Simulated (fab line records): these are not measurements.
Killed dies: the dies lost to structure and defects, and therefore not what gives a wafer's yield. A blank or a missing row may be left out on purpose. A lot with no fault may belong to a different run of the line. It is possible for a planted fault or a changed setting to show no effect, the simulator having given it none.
A single fault, viewed from 2 desks | flow n5 finfet | each desk has only its own numbers; what lay behind them comes last

## FOR THE TOOL OWNER'S DESK: pecvd-04
The tool's own readings at N5_BEOL_M0_SAQP_HM_DEP_111 (deposits SiO2 from SiH4/N2O, target thk 12 nm, time 7.2 s): means of the sampled wafers that have a number, for each lot that ran on this tool. If a lot's mean is further than 4 standard deviations from the usual mean, the lot is out of limits and carries the mark OUT (the distance appears in the brackets).
Columns: A = heater power w at N5_BEOL_M0_SAQP_HM_DEP_111, usual 697 W; B = showerhead plenum p Torr at N5_BEOL_M0_SAQP_HM_DEP_111, usual 8.15 Torr
lot  | first seen here | A   | B
L425 | day 6 15:35     | 680 | 8.16
L428 | day 7 04:19     | 711 | 8.23
L431 | day 8 05:47     | 653 | 8.14
Result from this desk: across the 3 lots, nothing is out of limits.

## FROM THE METROLOGY DESK
Means of the sampled wafers that have a number, per lot and without regard to the tool the lot ran on: this is what the gauges read. If a lot's mean is further than 4 standard deviations from the usual mean, the lot is out of limits and carries the mark OUT (the distance appears in the brackets). It has 10 readings; the 7 that lie furthest out on some lot are the ones shown.
Columns: A = DIBL_P at N5_BEOL_M4_RC_MEAS_101, usual 37.4 mV/V; B = IOFF_N at N5_BEOL_M4_RC_MEAS_101, usual 0.18 nA/um; C = IOFF_P at N5_BEOL_M4_RC_MEAS_101, usual 0.25 nA/um; D = ION_N at N5_BEOL_M4_RC_MEAS_101, usual 679 uA/um; E = SS_N at N5_BEOL_M4_RC_MEAS_101, usual 71.8 mV/dec; F = VT_N at N5_BEOL_M4_RC_MEAS_101, usual 248 mV; G = VT_P at N5_BEOL_M4_RC_MEAS_101, usual -248 mV
lot  | first seen here | A    | B    | C    | D   | E    | F   | G
L425 | day 8 22:09     | 37.4 | 0.18 | 0.26 | 681 | 71.7 | 251 | -245
L428 | day 9 07:19     | 40.0 | 0.23 | 0.31 | 699 | 72.1 | 241 | -243
L431 | day 10 19:44    | 39.2 | 0.21 | 0.26 | 686 | 72.4 | 245 | -248
L436 | day 11 22:28    | 38.3 | 0.23 | 0.30 | 688 | 72.1 | 245 | -244
Result from this desk: across the 4 lots, nothing is out of limits.

## BROUGHT TOGETHER
Nothing out of limits was seen by the tool owner's desk.
From the metrology desk's view, nothing was out of limits.

## WHAT WAS PUT IN BY THE SIMULATOR
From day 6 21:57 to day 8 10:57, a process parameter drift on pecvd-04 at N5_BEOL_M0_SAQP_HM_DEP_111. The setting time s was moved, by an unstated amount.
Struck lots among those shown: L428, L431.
